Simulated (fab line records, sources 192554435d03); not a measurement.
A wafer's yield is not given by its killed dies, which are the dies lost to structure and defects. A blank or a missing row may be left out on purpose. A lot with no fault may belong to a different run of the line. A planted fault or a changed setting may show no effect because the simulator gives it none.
fab line records	flow n5-finfet
[record] lots = 24	wafers = 72	last-day = 20
route steps=1938 shown GATE_CUT@477 MOL_CONTACT_COAG@551
lots with no fault: from the same line, run without faults
start-h: start of the lot's first displayed wafer, in hours after the record's first day	wait-h: how many hours have passed since the lot's step before this one	" same as the row above	L1.1+2: a single row standing in for several wafers	- no value, or no start given	* or withheld: withheld	< > ~ a bound
route shown NAME@n: NAME is a module with steps in the file, n the number in the route of the first one	usual: average and standard deviation across the fault-free wafers	same: alike in all rows	chamber/n: place in a boat	sites: readings site by site	_std_site: how widely they spread, as a standard deviation	_edge_site: outer sites' mean less inner sites'	radius-mm: how far each site lies from the wafer's centre	mask NAME#n: copy n	behind: the most recent tool/chamber to have shaped the wafer	hold: reason for holding the lot/hours on hold/outcome of the hold	device: names the non-switching transistor (n, p or np)	end of line: the route-end tests of the same wafers	a step without rows: its recipe alone	killed: the dies lost at the first sort to structure and to defects; this is not the yield of the wafer	map: per-die view of a wafer (x killed, . not killed, _ where there is no die)
set.NAME: the setting as run; set.NAME@STEP: as run at that earlier step	model.NAME: the simulator's own value behind a step, which no gauge read
steps of the route over a sample of lots; a table a step, a row a wafer
services: from which hour (start-h, from the record's first day; less than 0 if before it) a tool's chamber was out of use, for how many hours, and why
[[steps]]
[step N5_GATE_CUT_HM_DEP_46]
[recipe] material = SiO2	target-thk-a = 1300	temp-c = 400	precursor = TEOS/O2	pressure-torr = 6.5	rf-w = 900	teos-flow-sccm = 161.4	gas = O2	flow-sccm = 2650	time-s = 26.6
[usual] heater-power-outer-w = 287/64	heater-power-w = 528/84	showerhead-plenum-p-Torr = 8.37/0.058	throttle-valve-pct = 18.6/1.1
lot.wafer	tool	chamber	start-h	wait-h	heater-power-outer-w	heater-power-w	showerhead-plenum-p-Torr	throttle-valve-pct
L074.2	pecvd-04	1	82.85	0.0	312	593	8.37	20.7
L074.5	"	2	"	"	355	578	8.39	17.5
L074.6	"	1	"	"	313	587	8.41	20.4
L075.2	pecvd-04	0	92.61	0.0	232	477	8.45	18.9
L075.3	"	1	"	"	273	540	8.37	20.6
L075.4	"	0	"	"	237	476	8.41	19.0
L076.1	pecvd-02	2	98.18	0.0	267	478	8.31	17.2
L076.2	"	0	"	"	177	359	8.42	18.2
L076.4	"	0	"	"	175	370	8.43	17.8
L077.1	pecvd-02	2	102.64	0.0	290	506	8.30	17.1
L077.2	"	0	"	"	178	361	8.43	18.0
L077.5	"	2	"	"	282	521	8.31	17.1
L078.1	pecvd-04	2	104.82	0.0	362	597	8.37	17.5
L078.3	"	1	"	"	340	629	8.33	20.9
L078.5	"	0	"	"	189	431	8.45	19.0
L079.3	pecvd-04	1	115.27	0.0	280	537	8.37	20.6
L079.5	"	2	"	"	369	612	8.38	17.4
L079.6	"	0	"	"	258	503	8.47	18.8
L080.3	pecvd-04	2	118.27	0.0	377	609	8.39	17.4
L080.5	"	0	"	"	246	495	8.45	19.1
L080.6	"	1	"	"	276	556	8.36	20.8
L081.1	pecvd-04	2	126.69	0.0	332	551	8.40	17.3
L081.3	"	0	"	"	187	426	8.45	19.0
L081.6	"	0	"	"	199	418	8.46	19.1
L082.1	pecvd-01	2	132.92	0.0	415	760	8.30	18.3
L082.3	"	1	"	"	208	465	8.28	18.3
L082.4	"	0	"	"	267	524	8.32	19.5
L083.1	pecvd-02	0	138.14	0.0	231	449	8.45	18.2
L083.4	"	0	"	"	236	445	8.43	18.2
L083.6	"	2	"	"	323	577	8.31	17.4
L084.1	pecvd-01	0	142.77	0.0	314	589	8.32	19.6
L084.2	"	2	"	"	376	716	8.31	18.3
L084.4	"	1	"	"	191	447	8.26	18.2
L085.2	pecvd-04	1	149.30	0.0	294	569	8.35	20.8
L085.3	"	2	"	"	331	549	8.37	17.5
L085.6	"	2	"	"	335	557	8.39	17.4
L086.1	pecvd-04	0	160.13	0.0	290	536	8.47	19.1
L086.4	"	0	"	"	285	543	8.45	18.8
L086.6	"	1	"	"	319	607	8.37	20.9
L087.2	pecvd-02	0	162.51	0.0	214	406	8.42	18.0
L087.3	"	0	"	"	217	428	8.43	18.4
L087.5	"	0	"	"	220	417	8.42	18.3
L088.2	pecvd-02	0	168.27	0.0	235	437	8.45	18.4
L088.4	"	2	"	"	341	583	8.31	17.4
L088.5	"	0	"	"	236	444	8.45	18.2
L089.2	pecvd-02	0	176.51	0.0	202	398	8.41	17.9
L089.4	"	0	"	"	201	397	8.45	18.4
L089.5	"	0	"	"	198	413	8.42	17.9
L090.1	pecvd-04	2	177.19	0.0	330	545	8.38	17.7
L090.4	"	1	"	"	327	616	8.35	20.6
L090.5	"	0	"	"	176	406	8.48	19.1
L091.1	pecvd-02	0	205.84	0.0	210	396	8.44	18.5
L091.4	"	0	"	"	215	419	8.44	18.4
L091.6	"	2	"	"	345	588	8.31	17.0
L092.1	pecvd-02	0	206.53	0.0	232	443	8.44	18.1
L092.2	"	2	"	"	260	480	8.30	17.3
L092.5	"	2	"	"	271	495	8.29	17.2
L093.1	pecvd-01	2	207.50	0.0	349	688	8.30	18.7
L093.3	"	1	"	"	195	454	8.26	18.0
L093.5	"	0	"	"	331	602	8.33	19.5
L096.1	pecvd-04	2	250.27	0.0	392	627	8.38	18.1
L096.2	"	1	"	"	274	542	8.39	20.7
L096.3	"	0	"	"	219	454	8.45	18.9
L095.1	pecvd-04	0	251.28	0.0	220	450	8.45	19.1
L095.2	"	1	"	"	236	499	8.37	20.7
L095.4	"	2	"	"	348	577	8.38	17.4
L094.1	pecvd-01	0	252.74	0.0	339	622	8.32	19.6
L094.4	"	0	"	"	335	604	8.33	19.7
L094.5	"	2	"	"	391	730	8.31	18.6
L097.4	pecvd-02	2	253.57	0.1	324	543	8.33	17.5
L097.5	"	1	"	"	363	553	8.34	18.4
L097.6	"	0	"	"	226	428	8.44	18.5
[step N5_GATE_CUT_INSPECT_15]
[recipe] mode = adi	inspect-instrument = brightfield
[usual] raw-defect-count = 134/43
lot.wafer	tool	chamber	start-h	wait-h	raw-defect-count
L074.2	defect-inspect-01	-	83.28	0.0	199
L074.5	"	-	"	"	220
L074.6	"	-	"	"	109
L075.2	defect-inspect-01	-	93.03	0.0	111
L075.3	"	-	"	"	102
L075.4	"	-	"	"	182
L076.1	defect-inspect-01	-	98.73	0.1	146
L076.2	"	-	"	"	156
L076.4	"	-	"	"	61
L077.1	defect-inspect-01	-	103.07	0.1	156
L077.2	"	-	"	"	193
L077.5	"	-	"	"	188
L078.1	defect-inspect-01	-	105.24	0.1	147
L078.3	"	-	"	"	168
L078.5	"	-	"	"	141
L079.3	defect-inspect-02	-	115.82	0.0	157
L079.5	"	-	"	"	109
L079.6	"	-	"	"	126
L080.3	defect-inspect-02	-	118.82	0.0	159
L080.5	"	-	"	"	238
L080.6	"	-	"	"	159
L081.1	defect-inspect-02	-	127.11	0.1	98
L081.3	"	-	"	"	90
L081.6	"	-	"	"	147
L082.1	defect-inspect-01	-	133.47	0.1	83
L082.3	"	-	"	"	84
L082.4	"	-	"	"	106
L083.1	defect-inspect-02	-	138.71	0.1	100
L083.4	"	-	"	"	161
L083.6	"	-	"	"	76
L084.1	defect-inspect-02	-	143.20	0.1	168
L084.2	"	-	"	"	192
L084.4	"	-	"	"	175
L085.2	defect-inspect-02	-	166.39	0.0	74
L085.3	"	-	"	"	61
L085.6	"	-	"	"	102
L086.1	defect-inspect-01	-	167.13	0.1	124
L086.4	"	-	"	"	85
L086.6	"	-	"	"	95
L087.2	defect-inspect-02	-	167.31	0.0	143
L087.3	"	-	"	"	165
L087.5	"	-	"	"	130
L088.2	defect-inspect-02	-	168.72	0.0	80
L088.4	"	-	"	"	104
L088.5	"	-	"	"	104
L089.2	defect-inspect-02	-	176.96	0.0	203
L089.4	"	-	"	"	170
L089.5	"	-	"	"	303
L090.1	defect-inspect-01	-	177.62	0.1	81
L090.4	"	-	"	"	103
L090.5	"	-	"	"	123
L091.1	defect-inspect-01	-	212.78	0.1	74
L091.4	"	-	"	"	97
L091.6	"	-	"	"	101
L092.1	defect-inspect-01	-	212.87	0.1	139
L092.2	"	-	"	"	122
L092.5	"	-	"	"	194
L093.1	defect-inspect-02	-	212.96	0.1	168
L093.3	"	-	"	"	200
L093.5	"	-	"	"	142
L096.1	defect-inspect-01	-	250.82	0.1	195
L096.2	"	-	"	"	91
L096.3	"	-	"	"	116
L095.1	defect-inspect-01	-	251.82	0.1	114
L095.2	"	-	"	"	153
L095.4	"	-	"	"	156
L094.1	defect-inspect-01	-	253.29	0.1	131
L094.4	"	-	"	"	104
L094.5	"	-	"	"	123
L097.4	defect-inspect-01	-	253.98	0.0	143
L097.5	"	-	"	"	126
L097.6	"	-	"	"	138
[step N5_GATE_CUT_CUT_ETCH_54]
[recipe] chemistry = Cl2/BCl3	target = TiN	mask-material = SiO2	target-depth-a = 967	pressure-mtorr = 10	icp-w = 1000	bias-w = 126	Cl2_flow_sccm = 53.25	bcl3-flow-sccm = 21.75	Ar_flow_sccm = 25	ends = cleared
[usual] drypump-motor-current-A = 6.0/0.44	etch-rf-on-time-s = 36.4/0.54	mfc-ar-sccm = 24.99/0.074	oes-product-au = 0.69/0.11	throttle-valve-pct = 22.22/0.19
lot.wafer	tool	chamber	start-h	wait-h	drypump-motor-current-A	etch-rf-on-time-s	mfc-ar-sccm	oes-product-au	rf-hours-counter-h	throttle-valve-pct
L074.2	rie-metal-02	1	83.77	0.0	6.0	35.6	25.02	0.80	12	22.45
L074.5	"	0	"	"	5.6	36.9	24.96	0.59	-	22.19
L074.6	"	1	"	"	6.0	35.7	24.97	0.80	-	22.46
L075.2	rie-metal-02	1	93.73	0.0	6.0	36.4	24.90	0.80	14	22.46
L075.3	"	1	"	"	6.0	36.6	25.02	0.79	-	22.46
L075.4	"	0	"	"	5.6	37.3	25.03	0.58	-	22.22
L076.1	rie-metal-01	0	99.28	0.1	6.8	36.6	25.02	0.53	138	22.42
L076.2	"	0	"	"	6.8	36.8	24.93	0.53	-	22.42
L076.4	"	0	"	"	6.7	36.4	24.93	0.53	-	22.41
L077.1	rie-metal-01	1	103.56	0.0	6.2	36.5	25.01	0.73	29	21.93
L077.2	"	0	"	"	6.7	36.4	24.94	0.54	139	22.43
L077.5	"	0	"	"	6.8	36.3	25.02	0.53	-	22.43
L078.1	rie-metal-02	0	105.73	0.0	5.6	36.6	24.96	0.59	106	22.19
L078.3	"	1	"	"	6.0	35.8	24.83	0.80	-	22.45
L078.5	"	1	"	"	6.0	35.9	24.97	0.80	-	22.47
L079.3	rie-metal-02	0	116.32	0.0	5.6	36.6	25.10	0.59	-	22.19
L079.5	"	1	"	"	6.0	35.8	25.07	0.79	-	22.46
L079.6	"	0	"	"	5.7	36.7	25.12	0.58	-	22.20
L080.3	rie-metal-03	1	119.32	0.0	5.1	36.2	24.90	0.74	-	21.96
L080.5	"	0	"	"	5.9	36.2	25.04	0.58	-	22.01
L080.6	"	1	"	"	5.1	36.5	24.95	0.74	-	21.97
L081.1	rie-metal-02	1	127.60	0.0	6.0	36.1	24.96	0.79	16	22.45
L081.3	"	0	"	"	5.7	37.4	25.03	0.58	-	22.20
L081.6	"	0	"	"	5.6	37.2	25.05	0.58	-	22.20
L082.1	rie-metal-02	1	133.96	0.0	6.0	36.2	25.02	0.78	17	22.47
L082.3	"	1	"	"	6.0	36.3	24.95	0.78	-	22.46
L082.4	"	0	"	"	5.6	37.3	25.15	0.57	-	22.20
L083.1	rie-metal-03	0	139.19	0.0	5.9	36.0	24.92	0.58	109	22.02
L083.4	"	1	"	"	5.1	36.6	25.04	0.73	-	22.00
L083.6	"	0	"	"	5.9	35.8	24.88	0.58	-	22.00
L084.1	rie-metal-02	0	143.78	0.0	5.7	37.3	24.93	0.57	110	22.20
L084.2	"	1	"	"	6.0	36.1	25.07	0.78	18	22.46
L084.4	"	0	"	"	5.6	37.2	24.94	0.57	-	22.21
L085.2	rie-metal-02	1	167.64	0.0	6.0	36.0	25.03	0.77	20	22.47
L085.3	"	0	"	"	5.7	37.1	24.92	0.58	-	22.21
L085.6	"	1	"	"	6.1	36.2	25.10	0.77	-	22.47
L086.1	rie-metal-01	1	169.51	0.0	6.1	36.5	25.07	0.71	35	21.94
L086.4	"	1	"	"	6.1	36.6	24.97	0.72	-	21.94
L086.6	"	0	"	"	6.8	35.4	24.96	0.90	-	22.15
L087.2	rie-metal-02	1	169.88	0.0	6.0	36.0	25.04	0.77	21	22.47
L087.3	"	1	"	"	6.0	35.9	24.98	0.78	-	22.47
L087.5	"	0	"	"	5.6	36.7	24.94	0.58	-	22.21
L088.2	rie-metal-01	1	172.09	0.0	6.1	36.1	24.92	0.72	36	21.93
L088.4	"	1	"	"	6.1	36.1	24.99	0.71	-	21.93
L088.5	"	1	"	"	6.2	36.2	24.92	0.72	-	21.92
L089.2	rie-metal-02	0	177.44	0.0	5.6	37.3	25.30	0.57	113	22.22
L089.4	"	0	"	"	5.6	37.1	25.09	0.57	-	22.22
L089.5	"	1	"	"	6.0	36.3	24.99	0.77	-	22.47
L090.1	rie-metal-03	1	178.10	0.0	5.1	36.3	25.00	0.73	37	21.99
L090.4	"	0	"	"	5.9	36.2	25.09	0.57	-	22.02
L090.5	"	1	"	"	5.1	36.4	25.01	0.73	-	22.00
L091.1	rie-metal-02	1	214.53	0.0	6.0	36.4	25.11	0.76	23	22.48
L091.4	"	1	"	"	6.0	36.6	24.99	0.76	-	22.48
L091.6	"	1	"	"	6.0	36.5	24.98	0.76	-	22.48
L092.1	rie-metal-01	1	214.90	0.0	6.1	36.5	24.98	0.71	38	21.94
L092.2	"	0	"	"	6.7	35.6	24.95	0.86	3	22.14
L092.5	"	1	"	"	6.1	36.1	25.10	0.71	-	21.93
L093.1	rie-metal-02	0	215.40	0.0	5.6	37.4	25.04	0.57	115	22.23
L093.3	"	1	"	"	6.0	36.4	24.95	0.76	-	22.48
L093.5	"	1	"	"	6.0	36.1	24.98	0.76	-	22.46
L096.1	rie-metal-02	0	251.31	0.0	5.6	36.9	25.06	0.57	116	22.23
L096.2	"	1	"	"	6.0	36.2	25.04	0.76	25	22.48
L096.3	"	1	"	"	6.1	36.3	25.03	0.75	-	22.48
L095.1	rie-metal-01	0	252.31	0.0	6.8	35.4	24.92	0.85	4	22.15
L095.2	"	1	"	"	6.2	36.2	25.08	0.71	39	21.95
L095.4	"	1	"	"	6.2	36.3	25.11	0.70	-	21.93
L094.1	rie-metal-01	0	253.78	0.0	6.7	35.9	25.08	0.84	4	22.15
L094.4	"	1	"	"	6.2	36.7	24.96	0.70	-	21.95
L094.5	"	1	"	"	6.2	36.2	24.97	0.70	-	21.95
L097.4	rie-metal-01	0	254.93	0.0	6.7	35.7	24.88	0.84	-	22.14
L097.5	"	1	"	"	6.1	36.5	24.96	0.70	-	21.95
L097.6	"	0	"	"	6.7	35.9	24.99	0.84	-	22.16
[step N5_GATE_CUT_THK_MEAS_24]
[recipe] reads = SiO2_of_GATE_CUT_HM_DEP_46+SiO2_flowable_of_ILD0_FCVD_FILL_01
[usual] GC_FILL_THK = 219.3/2
lot.wafer	tool	chamber	start-h	wait-h	GC_FILL_THK[nm]
L074.2	film-metro-01	-	86.00	-	216.2
L074.5	"	-	"	"	218.6
L074.6	"	-	"	"	219.5
L075.2	film-metro-02	-	95.90	-	219.9
L075.3	"	-	"	"	216.7
L075.4	"	-	"	"	219.0
L076.1	film-metro-02	-	102.56	-	214.8
L076.2	"	-	"	"	217.5
L076.4	"	-	"	"	220.4
L077.1	film-metro-02	-	106.12	-	218.5
L077.2	"	-	"	"	219.6
L077.5	"	-	"	"	219.1
L078.1	film-metro-01	-	107.90	-	217.6
L078.3	"	-	"	"	217.7
L078.5	"	-	"	"	221.6
L079.3	film-metro-02	-	119.19	-	218.0
L079.5	"	-	"	"	219.3
L079.6	"	-	"	"	220.8
L080.3	film-metro-02	-	121.48	-	218.9
L080.5	"	-	"	"	225.2
L080.6	"	-	"	"	221.8
L081.1	film-metro-01	-	129.77	-	216.2
L081.3	"	-	"	"	218.9
L081.6	"	-	"	"	222.1
L082.1	film-metro-02	-	136.12	-	220.8
L082.3	"	-	"	"	221.4
L082.4	"	-	"	"	221.9
L083.1	film-metro-02	-	141.36	-	217.9
L083.4	"	-	"	"	218.7
L083.6	"	-	"	"	219.3
L084.1	film-metro-01	-	145.95	-	219.2
L084.2	"	-	"	"	218.0
L084.4	"	-	"	"	222.6
L085.2	film-metro-01	-	169.81	-	217.6
L085.3	"	-	"	"	216.7
L085.6	"	-	"	"	217.2
L086.1	film-metro-01	-	171.67	-	219.3
L086.4	"	-	"	"	220.8
L086.6	"	-	"	"	220.8
L087.2	film-metro-01	-	173.14	-	217.0
L087.3	"	-	"	"	218.2
L087.5	"	-	"	"	218.7
L088.2	film-metro-01	-	174.27	-	216.2
L088.4	"	-	"	"	218.6
L088.5	"	-	"	"	218.0
L089.2	film-metro-01	-	179.61	-	218.2
L089.4	"	-	"	"	222.6
L089.5	"	-	"	"	219.7
L090.1	film-metro-02	-	181.07	-	218.3
L090.4	"	-	"	"	219.8
L090.5	"	-	"	"	223.3
L091.1	film-metro-02	-	216.70	-	219.9
L091.4	"	-	"	"	222.6
L091.6	"	-	"	"	222.2
L092.1	film-metro-02	-	217.42	-	220.6
L092.2	"	-	"	"	218.7
L092.5	"	-	"	"	220.7
L093.1	film-metro-02	-	217.69	-	219.2
L093.3	"	-	"	"	219.0
L093.5	"	-	"	"	218.9
L096.1	film-metro-02	-	255.30	-	214.3
L096.2	"	-	"	"	214.7
L096.3	"	-	"	"	218.3
L095.1	film-metro-02	-	255.46	-	218.8
L095.2	"	-	"	"	217.0
L095.4	"	-	"	"	219.7
L094.1	film-metro-02	-	256.93	-	216.4
L094.4	"	-	"	"	220.5
L094.5	"	-	"	"	219.7
L097.4	film-metro-02	-	257.60	-	219.0
L097.5	"	-	"	"	218.9
L097.6	"	-	"	"	221.3
[step N5_MOL_CONTACT_COAG_SPUTTER_130]
[recipe] material = Co	target-thk-a = 475	temp-c = 25	chamber-pressure-pa = 0.5	power-w = 3000
[usual] throttle-valve-pct = 29.5/1.1
lot.wafer	tool	chamber	start-h	wait-h	throttle-valve-pct
L074.2	pvd-sputter-03	-	93.63	0.0	29.2
L074.5	"	-	"	"	30.6
L074.6	"	-	"	"	29.4
L075.2	pvd-sputter-01	-	108.83	0.0	28.9
L075.3	"	-	"	"	28.3
L075.4	"	-	"	"	31.1
L076.1	pvd-sputter-03	-	110.41	0.0	28.3
L076.2	"	-	"	"	28.9
L076.4	"	-	"	"	29.3
L077.1	pvd-sputter-03	-	112.77	0.0	30.6
L077.2	"	-	"	"	28.9
L077.5	"	-	"	"	29.3
L078.1	pvd-sputter-03	-	114.82	0.0	27.8
L078.3	"	-	"	"	28.9
L078.5	"	-	"	"	28.1
L079.3	pvd-sputter-03	-	126.45	0.0	28.8
L079.5	"	-	"	"	29.4
L079.6	"	-	"	"	30.7
L080.3	pvd-sputter-03	-	127.81	0.0	30.7
L080.5	"	-	"	"	29.0
L080.6	"	-	"	"	27.7
L081.1	pvd-sputter-01	-	135.81	0.0	28.4
L081.3	"	-	"	"	31.2
L081.6	"	-	"	"	29.7
L082.1	pvd-sputter-01	-	143.61	0.0	28.8
L082.3	"	-	"	"	28.3
L082.4	"	-	"	"	29.8
L083.1	pvd-sputter-03	-	147.43	0.0	30.8
L083.4	"	-	"	"	29.2
L083.6	"	-	"	"	30.8
L084.1	pvd-sputter-03	-	169.48	0.0	28.1
L084.2	"	-	"	"	30.6
L084.4	"	-	"	"	29.0
L085.2	pvd-sputter-02	-	179.31	0.0	31.3
L085.3	"	-	"	"	28.6
L085.6	"	-	"	"	28.6
L086.1	pvd-sputter-02	-	182.47	0.0	30.1
L086.4	"	-	"	"	31.3
L086.6	"	-	"	"	30.2
L088.2	pvd-sputter-02	-	182.63	0.0	29.9
L088.4	"	-	"	"	31.3
L088.5	"	-	"	"	30.5
L087.2	pvd-sputter-03	-	182.71	0.0	29.1
L087.3	"	-	"	"	29.2
L087.5	"	-	"	"	30.8
L089.2	pvd-sputter-03	-	214.98	0.0	29.2
L089.4	"	-	"	"	27.9
L089.5	"	-	"	"	28.1
L090.1	pvd-sputter-01	-	215.29	0.0	30.1
L090.4	"	-	"	"	30.9
L090.5	"	-	"	"	28.8
L091.1	pvd-sputter-03	-	225.04	0.0	28.8
L091.4	"	-	"	"	29.5
L091.6	"	-	"	"	30.6
L092.1	pvd-sputter-01	-	228.05	0.0	29.2
L092.2	"	-	"	"	28.5
L092.5	"	-	"	"	30.0
L093.1	pvd-sputter-01	-	228.41	0.0	31.1
L093.3	"	-	"	"	28.8
L093.5	"	-	"	"	29.0
L096.1	pvd-sputter-01	-	264.97	0.0	31.3
L096.2	"	-	"	"	30.0
L096.3	"	-	"	"	29.0
L095.1	pvd-sputter-01	-	265.13	0.0	28.4
L095.2	"	-	"	"	29.8
L095.4	"	-	"	"	28.8
L094.1	pvd-sputter-01	-	265.43	0.0	29.7
L094.4	"	-	"	"	28.7
L094.5	"	-	"	"	29.7
L097.4	pvd-sputter-02	-	266.57	0.0	28.9
L097.5	"	-	"	"	30.2
L097.6	"	-	"	"	30.1
[step N5_MOL_CONTACT_COAG_ALD_123]
[recipe] material = SiNx	target-thk-a = 50	temp-c = 400	ald-precursor-family = SiH2I2	ald-co-reactant = N2/H2-plasma	pulse-time-s = 1	purge-time-s = 2	co-reactant-purge-time-s = 2	ald-cycles = 100	pressure-torr = 2
[usual] heater-power-outer-w = 539/79	heater-power-w = 870/110	precursor-pulse-height-rel = 1.002/0.02
lot.wafer	tool	chamber	start-h	wait-h	heater-power-outer-w	heater-power-w	precursor-pulse-height-rel
L074.2	ald-sin-04	0	97.75	1.1	426	740	1.018
L074.5	"	3	"	"	632	955	1.012
L074.6	"	2	"	"	590	978	0.990
L075.2	ald-sin-01	1	111.73	0.0	529	810	0.998
L075.3	"	3	"	"	473	757	1.036
L075.4	"	2	"	"	605	962	1.015
L076.1	ald-sin-03	0	113.32	0.0	530	795	1.015
L076.2	"	1	"	"	472	851	0.993
L076.4	"	3	"	"	419	714	1.009
L077.1	ald-sin-01	2	115.87	0.0	610	944	0.984
L077.2	"	1	"	"	538	789	1.006
L077.5	"	3	"	"	460	757	0.979
L078.1	ald-sin-03	3	117.84	0.1	426	679	1.017
L078.3	"	1	"	"	476	850	1.048
L078.5	"	1	"	"	477	845	1.003
L079.3	ald-sin-01	0	129.38	0.1	593	991	0.973
L079.5	"	2	"	"	618	953	0.953
L079.6	"	1	"	"	534	819	0.992
L080.3	ald-sin-04	2	131.02	0.2	600	962	1.042
L080.5	"	2	"	"	586	975	0.988
L080.6	"	1	"	"	499	872	1.012
L081.1	ald-sin-03	0	138.71	0.0	529	830	1.030
L081.3	"	3	"	"	431	719	0.989
L081.6	"	1	"	"	480	866	1.034
L082.1	ald-sin-01	3	148.83	1.8	447	758	0.998
L082.3	"	0	"	"	593	970	0.978
L082.4	"	1	"	"	557	826	0.991
L083.1	ald-sin-03	3	151.22	0.0	421	702	0.987
L083.4	"	0	"	"	499	824	0.976
L083.6	"	1	"	"	482	837	0.993
L084.1	ald-sin-01	3	172.58	0.1	480	759	1.006
L084.2	"	1	"	"	535	799	1.024
L084.4	"	0	"	"	584	973	0.987
L085.2	ald-sin-01	3	182.38	0.1	476	753	1.024
L085.3	"	0	"	"	586	957	1.005
L085.6	"	0	"	"	600	962	1.008
L086.1	ald-sin-03	3	189.81	4.5	427	705	0.995
L086.4	"	2	"	"	679	1075	1.037
L086.6	"	2	"	"	684	1059	1.000
L088.2	ald-sin-03	3	190.29	2.3	420	684	0.999
L088.4	"	0	"	"	520	811	0.968
L088.5	"	2	"	"	688	1041	0.982
L087.2	ald-sin-03	3	190.94	1.4	412	685	0.979
L087.3	"	0	"	"	508	816	1.011
L087.5	"	1	"	"	468	852	1.014
L089.2	ald-sin-04	0	218.32	0.0	429	705	0.986
L089.4	"	2	"	"	590	955	1.015
L089.5	"	2	"	"	591	985	1.002
L090.1	ald-sin-03	1	218.99	0.0	476	832	1.020
L090.4	"	3	"	"	425	718	1.020
L090.5	"	2	"	"	669	1058	1.024
L091.1	ald-sin-01	2	227.98	0.0	616	942	0.988
L091.4	"	0	"	"	601	972	0.998
L091.6	"	1	"	"	541	806	0.998
L092.1	ald-sin-04	1	232.50	1.6	515	861	0.995
L092.2	"	2	"	"	593	990	1.025
L092.5	"	3	"	"	601	960	1.018
L093.1	ald-sin-04	2	233.15	0.7	587	962	1.047
L093.3	"	3	"	"	608	973	0.980
L093.5	"	0	"	"	431	718	0.993
L096.1	ald-sin-03	2	273.71	4.1	673	1082	0.982
L096.2	"	3	"	"	422	709	0.975
L096.3	"	1	"	"	491	848	1.012
L095.1	ald-sin-01	0	273.78	4.1	580	970	1.016
L095.2	"	3	"	"	455	762	1.004
L095.4	"	2	"	"	616	954	0.995
L094.1	ald-sin-03	3	274.20	4.2	424	717	1.003
L094.4	"	2	"	"	704	1058	0.993
L094.5	"	3	"	"	419	714	1.013
L097.4	ald-sin-01	2	274.95	3.7	620	951	1.008
L097.5	"	0	"	"	607	1003	1.007
L097.6	"	3	"	"	461	748	0.976
[[services]]
tool	chamber	start-h	hours	kind
ald-sin-04	-	64.17	2.8	pm
pecvd-04	-	64.76	0.8	repair
pvd-sputter-03	-	84.06	1.3	repair
ald-sin-01	-	86.75	14.0	pm
rie-metal-01	1	87.09	16.1	repair
pecvd-04	2	93.83	6.5	repair
ald-sin-04	0	123.95	17.5	repair
pvd-sputter-01	-	127.38	0.8	repair
pecvd-02	1	133.62	50.0	repair
pecvd-04	0	137.29	5.8	repair
pecvd-04	2	151.83	10.6	repair
ald-sin-01	-	153.33	2.8	pm
pecvd-02	0	169.29	4.4	repair
pvd-sputter-03	-	188.94	5.9	repair
ald-sin-01	2	189.24	4.2	repair
ald-sin-03	2	192.27	10.3	repair
ald-sin-03	0	200.89	22.9	repair
pvd-sputter-03	-	211.08	3.7	repair
ald-sin-03	2	222.71	13.7	repair
pecvd-02	-	223.04	0.3	repair
ald-sin-03	-	238.71	0.5	repair
rie-metal-02	-	254.09	14.6	pm
pecvd-02	-	261.64	0.5	repair
pecvd-02	-	267.16	1.1	repair
[[key]]
fault none
